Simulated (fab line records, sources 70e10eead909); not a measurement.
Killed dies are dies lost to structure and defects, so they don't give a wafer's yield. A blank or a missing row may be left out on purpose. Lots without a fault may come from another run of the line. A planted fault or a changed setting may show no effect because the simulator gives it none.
fab line records | flow nand_harc | part 2 of 2: steps 24 to 24 of 24
record lots=6 wafers=18 last_day=24
route steps=1159 shown A_CHANNEL_HOLE_D1@467 END@1159
lots that met no fault: from a run of the same line without faults
start_h: hours from the record's first day to the start of the lot's first wafer shown | wait_h: hours since the lot's step before | " the same as in the row above | L1.1+2: a row that stands for several wafers | - no value, or no start given | * or withheld: withheld | < > ~ a bound
route shown NAME@n: a module of which the file shows steps, and the number in the route of the first | usual: mean/standard deviation of fault-free wafers | same: alike in all rows | chamber/n: place in a boat | sites: the reading at each site | _std_site: their standard deviation | _edge_site: outer sites' mean less inner sites' | radius_mm: how far each site lies from the wafer's centre | mask NAME#n: copy n | behind: the tool/chamber that last shaped the wafer | hold: why the lot was held/for how many hours/how that ended | device: the transistor (n, p or np) that didn't switch | end of line: the same wafers' tests at the end of the route | a step without rows: its recipe alone | killed: dies lost to structure and defects at the first sort, not the wafer's yield | map: a wafer's dies, x killed, . not, _ none there
set.NAME: the setting as run; set.NAME@STEP: as run at that earlier step | model.NAME: the simulator's own value behind a step, which no gauge read
lots at some steps of the route; a table a step, a row a wafer
services: from which hour (start_h, from the record's first day; less than 0 if before it) a tool's chamber was out of use, for how many hours, and why
## steps
# step NHARC_END_SORT_01
# recipe temp_c=25
# usual killed_at_array=27/11 killed_at_other=0.6/1 killed_at_periphery=3.0/2.1 killed_dies=31/12 killed_open=3.2/1.7 killed_short=1.7/1.4
# same gross_dies=677
# columns lot.wafer tool chamber start_h wait_h hold killed_at_array killed_at_other killed_at_periphery killed_dies killed_open killed_short
L595.1 prober-01 0 474.42 2.5 - 17 0 3 20 4 2
L595.2 prober-01 0 475.23 2.8 - 11 1 3 15 2 2
L595.6 prober-01 0 478.46 4.0 - 20 1 10 31 5 5
L604.1 prober-01 0 497.96 2.5 await_dispo/2.4h/scrap 674 0 3 677 2 4
L604.3 prober-01 0 499.57 3.1 await_dispo/2.4h/scrap 673 0 4 677 4 1
L604.5 prober-01 0 501.18 3.7 await_dispo/2.4h/scrap 672 0 5 677 4 0
L605.1 prober-01 0 511.35 2.5 - 674 1 2 677 2 2
L605.3 prober-01 0 512.97 3.1 - 674 0 3 677 1 0
L605.5 prober-01 0 514.59 3.7 - 675 1 1 677 3 0
L606.1 prober-01 0 519.22 2.5 - 39 0 1 40 3 1
L606.4 prober-01 0 521.66 3.4 - 44 1 6 51 8 1
L606.5 prober-01 0 522.48 3.8 - 36 0 2 38 2 2
# killed by level:class
L595.1 A_CONTACT:chamber_film_flake=5 A_STAIRCASE:chamber_film_flake=4 A_CHANNEL_HOLE_D1:chamber_film_flake=2 A_SLIT:chamber_film_flake=2 P_M0:geometric_particle:open=1 P_M0:geometric_particle:short=1 A_CHANNEL_FILL_D1:geometric_particle:short=1 A_WL_FILL:geometric_particle:open=1
L595.2 A_CHANNEL_HOLE_D1:chamber_film_flake=4 A_CONTACT:chamber_film_flake=3 P_GATE:geometric_particle:short=1 P_M0:geometric_particle:open=1 A_CONTACT:geometric_particle:short=1 A_M0:geometric_particle:open=1 P_GATE:chamber_film_flake=1 A_ZERO_WELL:chamber_film_flake=1
L595.6 A_CONTACT:chamber_film_flake=8 A_CHANNEL_HOLE_D1:chamber_film_flake=5 P_GATE:chamber_film_flake=4 P_M0:geometric_particle:open=2 A_WL_FILL:geometric_particle:short=2 A_WL_FILL:geometric_particle:open=2 P_M1:chamber_film_flake=2 P_CONTACT:geometric_particle:open=1
L604.1 A_CHANNEL_HOLE_D1:area_etch=663 A_WL_FILL:chamber_film_flake=4 P_STI:geometric_particle:open=1 A_ONON_D1:geometric_particle:short=1 A_WL_FILL:geometric_particle:short=1 A_CONTACT:geometric_particle:short=1 A_M0:geometric_particle:short=1 A_M0:geometric_particle:open=1
L604.3 A_CHANNEL_HOLE_D1:area_etch=666 A_CONTACT:chamber_film_flake=3 P_CONTACT:geometric_particle:open=2 A_M0:geometric_particle:open=2 P_CONTACT:geometric_particle:short=1 P_GATE:chamber_film_flake=1 A_ZERO_WELL:chamber_film_flake=1 A_WL_FILL:chamber_film_flake=1
L604.5 A_CHANNEL_HOLE_D1:area_etch=665 P_ZERO_WELL:chamber_film_flake=3 A_STAIRCASE:chamber_film_flake=2 P_M0:geometric_particle:open=1 P_M2:geometric_particle:open=1 A_CONTACT:geometric_particle:open=1 A_BLC:geometric_particle:open=1 A_CHANNEL_FILL_D1:chamber_film_flake=1
L605.1 A_CHANNEL_HOLE_D1:area_etch=667 A_WL_FILL:chamber_film_flake=2 P_CONTACT:geometric_particle:open=1 A_CONTACT:geometric_particle:open=1 A_BLC:geometric_particle:short=1 A_M0:geometric_particle:short=1 P_GATE:chamber_film_flake=1 A_STAIRCASE:chamber_film_flake=1
L605.3 A_CHANNEL_HOLE_D1:area_etch=667 A_STAIRCASE:chamber_film_flake=2 A_WL_FILL:chamber_film_flake=2 A_ONON_D1:geometric_particle:open=1 P_ZERO_WELL:chamber_film_flake=1 P_GATE:chamber_film_flake=1 P_CONTACT:chamber_film_flake=1 A_ZERO_WELL:chamber_film_flake=1
L605.5 A_CHANNEL_HOLE_D1:area_etch=669 A_CONTACT:chamber_film_flake=4 P_STI:geometric_particle:open=1 A_CONTACT:geometric_particle:open=1 STARTING-WAFER:geometric_particle:open=1 A_STAIRCASE:chamber_film_flake=1
L606.1 A_SLIT:chamber_film_flake=16 A_CHANNEL_HOLE_D1:chamber_film_flake=12 A_STAIRCASE:chamber_film_flake=3 A_CONTACT:chamber_film_flake=3 A_ONON_D1:geometric_particle:open=2 P_STI:geometric_particle:short=1 A_M0:geometric_particle:open=1 A_ZERO_WELL:chamber_film_flake=1
L606.4 A_SLIT:chamber_film_flake=18 A_CHANNEL_HOLE_D1:chamber_film_flake=13 A_M0:geometric_particle:open=3 P_GATE:chamber_film_flake=3 A_WL_FILL:chamber_film_flake=3 P_M0:geometric_particle:open=2 A_CONTACT:geometric_particle:open=2 A_STAIRCASE:chamber_film_flake=2
L606.5 A_SLIT:chamber_film_flake=12 A_CHANNEL_HOLE_D1:chamber_film_flake=9 A_CONTACT:chamber_film_flake=5 A_STAIRCASE:chamber_film_flake=3 P_ZERO_WELL:chamber_film_flake=2 A_ONON_D1:geometric_particle:short=1 A_WL_FILL:geometric_particle:short=1 A_WL_FILL:geometric_particle:open=1
# map L604.1 (x killed, . not)
____________x____________
_________xxxxxxx_________
_______xxxxxxxxxxx_______
______xxxxxxxxxxxxx______
_____xxxxxxxxxxxxxxx_____
____xxxxxxxxxxxxxxxxx____
____xxxxxxxxxxxxxxxxx____
___xxxxxxxxxxxxxxxxxxx___
___xxxxxxxxxxxxxxxxxxx___
__xxxxxxxxxxxxxxxxxxxxx__
__xxxxxxxxxxxxxxxxxxxxx__
_xxxxxxxxxxxxxxxxxxxxxxx_
_xxxxxxxxxxxxxxxxxxxxxxx_
_xxxxxxxxxxxxxxxxxxxxxxx_
_xxxxxxxxxxxxxxxxxxxxxxx_
_xxxxxxxxxxxxxxxxxxxxxxx_
xxxxxxxxxxxxxxxxxxxxxxxxx
xxxxxxxxxxxxxxxxxxxxxxxxx
xxxxxxxxxxxxxxxxxxxxxxxxx
xxxxxxxxxxxxxxxxxxxxxxxxx
xxxxxxxxxxxxxxxxxxxxxxxxx
_xxxxxxxxxxxxxxxxxxxxxxx_
_xxxxxxxxxxxxxxxxxxxxxxx_
_xxxxxxxxxxxxxxxxxxxxxxx_
_xxxxxxxxxxxxxxxxxxxxxxx_
_xxxxxxxxxxxxxxxxxxxxxxx_
__xxxxxxxxxxxxxxxxxxxxx__
__xxxxxxxxxxxxxxxxxxxxx__
___xxxxxxxxxxxxxxxxxxx___
___xxxxxxxxxxxxxxxxxxx___
____xxxxxxxxxxxxxxxxx____
____xxxxxxxxxxxxxxxxx____
_____xxxxxxxxxxxxxxx_____
______xxxxxxxxxxxxx______
_______xxxxxxxxxxx_______
_________xxxxxxx_________
____________x____________
# map L605.1 (x killed, . not)
____________x____________
_________xxxxxxx_________
_______xxxxxxxxxxx_______
______xxxxxxxxxxxxx______
_____xxxxxxxxxxxxxxx_____
____xxxxxxxxxxxxxxxxx____
____xxxxxxxxxxxxxxxxx____
___xxxxxxxxxxxxxxxxxxx___
___xxxxxxxxxxxxxxxxxxx___
__xxxxxxxxxxxxxxxxxxxxx__
__xxxxxxxxxxxxxxxxxxxxx__
_xxxxxxxxxxxxxxxxxxxxxxx_
_xxxxxxxxxxxxxxxxxxxxxxx_
_xxxxxxxxxxxxxxxxxxxxxxx_
_xxxxxxxxxxxxxxxxxxxxxxx_
_xxxxxxxxxxxxxxxxxxxxxxx_
xxxxxxxxxxxxxxxxxxxxxxxxx
xxxxxxxxxxxxxxxxxxxxxxxxx
xxxxxxxxxxxxxxxxxxxxxxxxx
xxxxxxxxxxxxxxxxxxxxxxxxx
xxxxxxxxxxxxxxxxxxxxxxxxx
_xxxxxxxxxxxxxxxxxxxxxxx_
_xxxxxxxxxxxxxxxxxxxxxxx_
_xxxxxxxxxxxxxxxxxxxxxxx_
_xxxxxxxxxxxxxxxxxxxxxxx_
_xxxxxxxxxxxxxxxxxxxxxxx_
__xxxxxxxxxxxxxxxxxxxxx__
__xxxxxxxxxxxxxxxxxxxxx__
___xxxxxxxxxxxxxxxxxxx___
___xxxxxxxxxxxxxxxxxxx___
____xxxxxxxxxxxxxxxxx____
____xxxxxxxxxxxxxxxxx____
_____xxxxxxxxxxxxxxx_____
______xxxxxxxxxxxxx______
_______xxxxxxxxxxx_______
_________xxxxxxx_________
____________x____________
## services
# columns tool chamber start_h hours kind
rie_diel-04 3 172.35 1.7 repair
rie_diel-10 - 176.50 9.0 pm
xsem-01 - 183.86 2.7 repair
rie_diel-09 0 184.10 - clean
rie_diel-09 1 184.10 - clean
rie_diel-09 2 184.10 - clean
rie_diel-09 3 184.10 - clean
rie_diel-04 1 189.69 10.0 repair
rie_diel-10 0 201.79 4.0 repair
rie_diel-10 1 206.42 9.1 repair
rie_diel-09 0 208.60 - clean
rie_diel-09 1 208.60 - clean
rie_diel-09 2 208.60 - clean
rie_diel-09 3 208.60 - clean
rie_diel-10 0 213.29 6.2 repair
rie_diel-10 3 214.68 7.3 repair
rie_diel-09 0 233.10 - clean
rie_diel-09 1 233.10 - clean
rie_diel-04 3 234.87 9.8 repair
xsem-01 - 253.24 1.4 repair
rie_diel-09 - 254.22 9.0 pm
rie_diel-09 0 273.31 11.1 repair
rie_diel-04 - 289.05 9.0 pm
xsem-02 - 302.00 14.0 pm
## key
first_sign step=NHARC_A_CHANNEL_HOLE_D1_ETCH_33 reading=tool_record direction=missing
effect step=NHARC_A_CHANNEL_HOLE_D1_XSEM_31 reading=visit direction=added
effect step=NHARC_END_SORT_01 reading=killed_at_array direction=up sigmas=57 usual=27 struck=674
more_kills_born_at NHARC_A_CHANNEL_HOLE_D1_ETCH_33@har_etch-02=1978 NHARC_A_CHANNEL_HOLE_D1_ETCH_33@har_etch-01=1966
met_at NHARC_A_CHANNEL_HOLE_D1_ETCH_33
struck_wafers L604.1,L604.3,L604.5,L605.1,L605.3,L605.5
later_rows_left_out L604.1,L604.3,L604.5,L605.1,L605.3,L605.5
tester_left_out L604,L605
onset_between 193.27 233.39
fault kind=skipped_step_whole tool=har_etch-01,har_etch-02 chamber=- onset_h=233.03 steps=NHARC_A_CHANNEL_HOLE_D1_ETCH_33 scope=struck_lots_only
# tester_left_out: of these lots the tester's yield and bins aren't shown, on N5 and GAA mostly nor the transistor test; their killed dies are dies lost to structure and defects alone, not to doping, threshold or leakage, so they don't give the yield
# later_rows_left_out: the simulator's readings of these wafers behind a module that went badly wrong aren't trusted and aren't shown, but for the sort
